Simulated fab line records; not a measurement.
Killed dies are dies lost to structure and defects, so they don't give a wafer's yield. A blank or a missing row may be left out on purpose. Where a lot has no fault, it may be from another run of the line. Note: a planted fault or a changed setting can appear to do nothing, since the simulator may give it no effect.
Which tool was responsible? :: flow nand-harc :: Sampling: 11 lots, 33 wafers, 6 of 1302 route steps

WHAT EACH GAUGE READ, for each wafer
NHARC_A_SGD_CUT_OVL_MEAS_10.
lot: L183
measured: day 19 12:35
on: overlay-01
overlay-x-nm (nm): -0.7 -0.9 -0.7
overlay-y-nm (nm): 0.2 -0.6 -0.6

lot: L182
measured: day 19 12:44
on: overlay-02
overlay-x-nm (nm): 0.0 -0.2 0.0
overlay-y-nm (nm): -1.4 -1.1 -1.6

lot: L186
measured: day 21 16:32
on: overlay-01
overlay-x-nm (nm): -0.7 -0.5 -0.3
overlay-y-nm (nm): -0.4 0.1 0.2

lot: L189
measured: day 22 00:11
on: overlay-01
overlay-x-nm (nm): 0.3 0.5 -0.3
overlay-y-nm (nm): 2.5 1.8 2.3

lot: L188
measured: day 22 02:30
on: overlay-01
overlay-x-nm (nm): 0.6 0.6 0.0
overlay-y-nm (nm): 0.4 1.0 0.6

lot: L190
measured: day 22 16:28
on: overlay-02
overlay-x-nm (nm): 1.0 1.0 0.8
overlay-y-nm (nm): -0.1 -0.4 -0.1

lot: L191
measured: day 23 09:02
on: overlay-01
overlay-x-nm (nm): -1.4 -0.8 -0.8
overlay-y-nm (nm): 0.8 0.6 0.5

lot: L199
measured: day 26 09:46
on: overlay-02
overlay-x-nm (nm): -1.1 -0.7 -0.6
overlay-y-nm (nm): 1.6 1.7 1.0

lot: L201
measured: day 27 01:59
on: overlay-01
overlay-x-nm (nm): 0.0 -0.2 -0.1
overlay-y-nm (nm): 0.0 -0.2 -0.2

lot: L203
measured: day 28 09:11
on: overlay-02
overlay-x-nm (nm): 0.1 0.0 -0.1
overlay-y-nm (nm): 0.4 0.0 -0.4

lot: L205
measured: day 29 01:19
on: overlay-02
overlay-x-nm (nm): -0.7 -1.8 -1.1
overlay-y-nm (nm): 0.6 0.8 0.6

NHARC_A_SGD_CUT_THK_MEAS_22: measures by ellipsometry.
lot: L183
measured: day 19 18:49
on: film-metro-02
thk-nm (nm): 146.0 147.2 147.6

lot: L182
measured: day 19 18:50
on: film-metro-02
thk-nm (nm): 146.0 146.3 146.7

lot: L186
measured: day 21 22:50
on: film-metro-02
thk-nm (nm): 149.8 146.3 148.2

lot: L189
measured: day 22 04:58
on: film-metro-01
thk-nm (nm): 145.4 149.5 147.1

lot: L188
measured: day 22 10:15
on: film-metro-01
thk-nm (nm): 148.3 148.3 145.6

lot: L190
measured: day 22 23:55
on: film-metro-02
thk-nm (nm): 146.3 148.9 145.6

lot: L191
measured: day 23 15:08
on: film-metro-01
thk-nm (nm): 146.9 149.7 117.5

lot: L199
measured: day 26 16:01
on: film-metro-01
thk-nm (nm): 145.2 148.9 148.0

lot: L201
measured: day 27 08:21
on: film-metro-02
thk-nm (nm): 148.3 149.0 147.8

lot: L203
measured: day 28 15:31
on: film-metro-02
thk-nm (nm): 146.3 148.8 146.7

lot: L205
measured: day 29 07:47
on: film-metro-01
thk-nm (nm): 145.6 147.6 145.1

TOOL THAT RAN EACH LOT (tool first, then ch and the chambers of the sampled wafers, then the start)
lot: L183
NHARC_A_STAIRCASE_DEP_471: pecvd-03 ch 1,2, day 19 11:03
NHARC_A_SGD_CUT_ETCH_58: rie-diel-04 ch 1,3, day 19 12:46
NHARC_A_SGD_CUT_DEP_20: fcvd-01 ch 0,1, day 19 13:52
NHARC_A_SGD_CUT_CMP_21: cmp-04 ch 0,1,2, day 19 18:36

lot: L182
NHARC_A_STAIRCASE_DEP_471: pecvd-04 ch 1,2, day 19 11:09
NHARC_A_SGD_CUT_ETCH_58: rie-diel-10 ch 0,1, day 19 12:56
NHARC_A_SGD_CUT_DEP_20: fcvd-02 ch 0,1, day 19 13:59
NHARC_A_SGD_CUT_CMP_21: cmp-01 ch 1,2, day 19 18:35

lot: L186
NHARC_A_STAIRCASE_DEP_471: pecvd-03 ch 0,1, day 21 15:10
NHARC_A_SGD_CUT_ETCH_58: rie-diel-09 ch 0,2, day 21 16:44
NHARC_A_SGD_CUT_DEP_20: fcvd-02 ch 1, day 21 17:49
NHARC_A_SGD_CUT_CMP_21: cmp-04 ch 0,1, day 21 22:35

lot: L189
NHARC_A_STAIRCASE_DEP_471: pecvd-04 ch 0,2, day 21 22:46
NHARC_A_SGD_CUT_ETCH_58: rie-diel-04 ch 1,2,3, day 22 00:22
NHARC_A_SGD_CUT_DEP_20: fcvd-01 ch 0,1, day 22 01:26
NHARC_A_SGD_CUT_CMP_21: cmp-04 ch 1,3, day 22 04:44

lot: L188
NHARC_A_STAIRCASE_DEP_471: pecvd-04 ch 1,2, day 22 01:02
NHARC_A_SGD_CUT_ETCH_58: rie-diel-04 ch 0,1,3, day 22 02:41
NHARC_A_SGD_CUT_DEP_20: fcvd-02 ch 0,1, day 22 03:46
NHARC_A_SGD_CUT_CMP_21: cmp-04 ch 0,1,2, day 22 10:00

lot: L190
NHARC_A_STAIRCASE_DEP_471: pecvd-04 ch 0,1,2, day 22 14:52
NHARC_A_SGD_CUT_ETCH_58: rie-diel-04 ch 0,3, day 22 16:38
NHARC_A_SGD_CUT_DEP_20: fcvd-02 ch 0,1, day 22 17:42
NHARC_A_SGD_CUT_CMP_21: cmp-01 ch 1,3, day 22 23:39

lot: L191
NHARC_A_STAIRCASE_DEP_471: pecvd-01 ch 0,1, day 23 07:40
NHARC_A_SGD_CUT_ETCH_58: rie-diel-10 ch 1,2,3, day 23 09:13
NHARC_A_SGD_CUT_DEP_20: fcvd-02 ch 0,1, day 23 10:14
NHARC_A_SGD_CUT_CMP_21: cmp-04 ch 0,2,3, day 23 14:53

lot: L199
NHARC_A_STAIRCASE_DEP_471: pecvd-03 ch 0,2, day 26 08:23
NHARC_A_SGD_CUT_ETCH_58: rie-diel-04 ch 0,2,3, day 26 09:58
NHARC_A_SGD_CUT_DEP_20: fcvd-01 ch 0,1, day 26 11:10
NHARC_A_SGD_CUT_CMP_21: cmp-04 ch 0,2,3, day 26 15:50

lot: L201
NHARC_A_STAIRCASE_DEP_471: pecvd-03 ch 1,2, day 27 00:32
NHARC_A_SGD_CUT_ETCH_58: rie-diel-10 ch 0,1, day 27 02:10
NHARC_A_SGD_CUT_DEP_20: fcvd-01 ch 0,1, day 27 03:16
NHARC_A_SGD_CUT_CMP_21: cmp-04 ch 0,1,3, day 27 08:08

lot: L203
NHARC_A_STAIRCASE_DEP_471: pecvd-04 ch 0,1,2, day 28 07:44
NHARC_A_SGD_CUT_ETCH_58: rie-diel-09 ch 0,1,3, day 28 09:23
NHARC_A_SGD_CUT_DEP_20: fcvd-02 ch 0,1, day 28 10:28
NHARC_A_SGD_CUT_CMP_21: cmp-04 ch 2,3, day 28 15:16

lot: L205
NHARC_A_STAIRCASE_DEP_471: pecvd-01 ch 0,2, day 28 23:51
NHARC_A_SGD_CUT_ETCH_58: rie-diel-04 ch 1,3, day 29 01:30
NHARC_A_SGD_CUT_DEP_20: fcvd-01 ch 0,1, day 29 02:35
NHARC_A_SGD_CUT_CMP_21: cmp-02 ch 0,1, day 29 07:32
- NHARC_A_STAIRCASE_DEP_471: deposits SiO2, target thk 100 nm.
- NHARC_A_SGD_CUT_ETCH_58: etches the open film in CF4, target depth 39 nm, time 65 s.
- NHARC_A_SGD_CUT_DEP_20: deposits SiO2, target thk 150 nm.
- NHARC_A_SGD_CUT_CMP_21: polishes, target thk 148.19 nm.

WHAT THE TOOLS THEMSELVES READ (means of the sampled wafers that have a number; where no wafer has one, the mark that the record gives instead)
NHARC_A_STAIRCASE_DEP_471.
lot: L183
tool: pecvd-03
flow-sccm (sccm): 2653
heater-power-outer-w (W): 308
heater-power-w (W): 589
throttle-valve-pct (%): 15.8

lot: L182
tool: pecvd-04
flow-sccm (sccm): 2648
heater-power-outer-w (W): 333
heater-power-w (W): 659
throttle-valve-pct (%): 16.5

lot: L186
tool: pecvd-03
flow-sccm (sccm): 2646
heater-power-outer-w (W): 363
heater-power-w (W): 624
throttle-valve-pct (%): 16.2

lot: L189
tool: pecvd-04
flow-sccm (sccm): 2645
heater-power-outer-w (W): 320
heater-power-w (W): 627
throttle-valve-pct (%): 16.2

lot: L188
tool: pecvd-04
flow-sccm (sccm): 2651
heater-power-outer-w (W): 320
heater-power-w (W): 629
throttle-valve-pct (%): 15.8

lot: L190
tool: pecvd-04
flow-sccm (sccm): 2650
heater-power-outer-w (W): 342
heater-power-w (W): 670
throttle-valve-pct (%): 16.0

lot: L191
tool: pecvd-01
flow-sccm (sccm): 2652
heater-power-outer-w (W): 246
heater-power-w (W): 497
throttle-valve-pct (%): 16.6

lot: L199
tool: pecvd-03
flow-sccm (sccm): 2645
heater-power-outer-w (W): 307
heater-power-w (W): 533
throttle-valve-pct (%): 15.4

lot: L201
tool: pecvd-03
flow-sccm (sccm): 2654
heater-power-outer-w (W): 287
heater-power-w (W): 555
throttle-valve-pct (%): 15.2

lot: L203
tool: pecvd-04
flow-sccm (sccm): 2649
heater-power-outer-w (W): 324
heater-power-w (W): 628
throttle-valve-pct (%): 16.0

lot: L205
tool: pecvd-01
flow-sccm (sccm): 2643
heater-power-outer-w (W): 325
heater-power-w (W): 619
throttle-valve-pct (%): 16.4

NHARC_A_SGD_CUT_ETCH_58.
lot: L183
tool: rie-diel-04
bias-w (W): 100.1
drypump-motor-current-A (A): 5.5
mfc-ar-sccm (sccm): 0.005
oes-product-au (a.u.): 0.996
rf-vpp-V (V): 150.8
showerhead-plenum-p-Torr (Torr): 1.77
throttle-valve-pct (%): 13.277

lot: L182
tool: rie-diel-10
bias-w (W): 100.0
drypump-motor-current-A (A): 5.6
mfc-ar-sccm (sccm): 0.013
oes-product-au (a.u.): 1.000
rf-vpp-V (V): 150.7
showerhead-plenum-p-Torr (Torr): 1.74
throttle-valve-pct (%): 13.292

lot: L186
tool: rie-diel-09
bias-w (W): 99.7
drypump-motor-current-A (A): 5.4
mfc-ar-sccm (sccm): 0.007
oes-product-au (a.u.): 0.989
rf-vpp-V (V): 150.5
showerhead-plenum-p-Torr (Torr): 1.67
throttle-valve-pct (%): 13.290

lot: L189
tool: rie-diel-04
bias-w (W): 99.9
drypump-motor-current-A (A): 5.4
mfc-ar-sccm (sccm): 0.005
oes-product-au (a.u.): 0.994
rf-vpp-V (V): 150.9
showerhead-plenum-p-Torr (Torr): 1.76
throttle-valve-pct (%): 13.289

lot: L188
tool: rie-diel-04
bias-w (W): 100.2
drypump-motor-current-A (A): 5.6
mfc-ar-sccm (sccm): 0.003
oes-product-au (a.u.): 1.005
rf-vpp-V (V): 152.1
showerhead-plenum-p-Torr (Torr): 1.75
throttle-valve-pct (%): 13.288

lot: L190
tool: rie-diel-04
bias-w (W): 100.0
drypump-motor-current-A (A): 5.6
mfc-ar-sccm (sccm): 0.001
oes-product-au (a.u.): 0.994
rf-vpp-V (V): 151.3
showerhead-plenum-p-Torr (Torr): 1.74
throttle-valve-pct (%): 13.294

lot: L191
tool: rie-diel-10
bias-w (W): 100.0
drypump-motor-current-A (A): 5.8
mfc-ar-sccm (sccm): 0.007
oes-product-au (a.u.): 0.983
rf-vpp-V (V): 150.4
showerhead-plenum-p-Torr (Torr): 1.78
throttle-valve-pct (%): 13.293

lot: L199
tool: rie-diel-04
bias-w (W): 100.3
drypump-motor-current-A (A): 5.5
mfc-ar-sccm (sccm): 0.003
oes-product-au (a.u.): 1.010
rf-vpp-V (V): 151.3
showerhead-plenum-p-Torr (Torr): 1.75
throttle-valve-pct (%): 13.281

lot: L201
tool: rie-diel-10
bias-w (W): 100.1
drypump-motor-current-A (A): 5.4
mfc-ar-sccm (sccm): 0.007
oes-product-au (a.u.): 0.997
rf-vpp-V (V): 151.0
showerhead-plenum-p-Torr (Torr): 1.74
throttle-valve-pct (%): 13.280

lot: L203
tool: rie-diel-09
bias-w (W): 100.1
drypump-motor-current-A (A): 5.5
mfc-ar-sccm (sccm): 0.017
oes-product-au (a.u.): 0.996
rf-vpp-V (V): 151.3
showerhead-plenum-p-Torr (Torr): 1.78
throttle-valve-pct (%): 13.282

lot: L205
tool: rie-diel-04
bias-w (W): 99.9
drypump-motor-current-A (A): 5.5
mfc-ar-sccm (sccm): 0.005
oes-product-au (a.u.): 1.025
rf-vpp-V (V): 151.6
showerhead-plenum-p-Torr (Torr): 1.77
throttle-valve-pct (%): 13.277

NHARC_A_SGD_CUT_CMP_21.
lot: L183
tool: cmp-04
motor-current-A (A): 13.0
time-to-endpoint-s (s): 47

lot: L182
tool: cmp-01
motor-current-A (A): 12.1
time-to-endpoint-s (s): 47

lot: L186
tool: cmp-04
motor-current-A (A): 12.8
time-to-endpoint-s (s): 53

lot: L189
tool: cmp-04
motor-current-A (A): 12.7
time-to-endpoint-s (s): 49

lot: L188
tool: cmp-04
motor-current-A (A): 13.5
time-to-endpoint-s (s): 49

lot: L190
tool: cmp-01
motor-current-A (A): 12.2
time-to-endpoint-s (s): 47

lot: L191
tool: cmp-04
motor-current-A (A): 13.0
time-to-endpoint-s (s): 45

lot: L199
tool: cmp-04
motor-current-A (A): 12.6
time-to-endpoint-s (s): 48

lot: L201
tool: cmp-04
motor-current-A (A): 12.6
time-to-endpoint-s (s): 51

lot: L203
tool: cmp-04
motor-current-A (A): 13.0
time-to-endpoint-s (s): 48

lot: L205
tool: cmp-02
motor-current-A (A): 13.6
time-to-endpoint-s (s): 50

THE ANSWER, worked out from the rows above alone
Rule: what is usual is taken from the lots themselves. Put in order of their means at a reading, lots are off if they are a third of the lots or fewer, leave a main group of 4 or more, and stand apart from it by a gap of 3 or more times the standard deviation of the main group's means; of several such gaps the widest counts. The tables above print the reading to a certain number of digits; a main group whose means all agree to those digits is not used. Also off: a lot with no number at a reading for which 4 or more lots have one. The other lots that the step has rows for count as sound. After the gauges, taken in route order, come the tools' own readings; for these a lot's mean is taken, as printed above. The first step at which some lot is off is used, and at that step the reading that is off furthest; a lot without a number counts as furthest.
Off, at NHARC_A_SGD_CUT_THK_MEAS_22 on thk-nm: L191. Mean 147.2 nm and standard deviation 0.66 in the main group.
A tool fits if, at a process step before that reading, it ran every lot that is off, and no sound lot after the first of them. The gauges at NHARC_A_SGD_CUT_THK_MEAS_22 are tried like those tools. None of those tried fits.

WHAT THE SIMULATOR PUT IN
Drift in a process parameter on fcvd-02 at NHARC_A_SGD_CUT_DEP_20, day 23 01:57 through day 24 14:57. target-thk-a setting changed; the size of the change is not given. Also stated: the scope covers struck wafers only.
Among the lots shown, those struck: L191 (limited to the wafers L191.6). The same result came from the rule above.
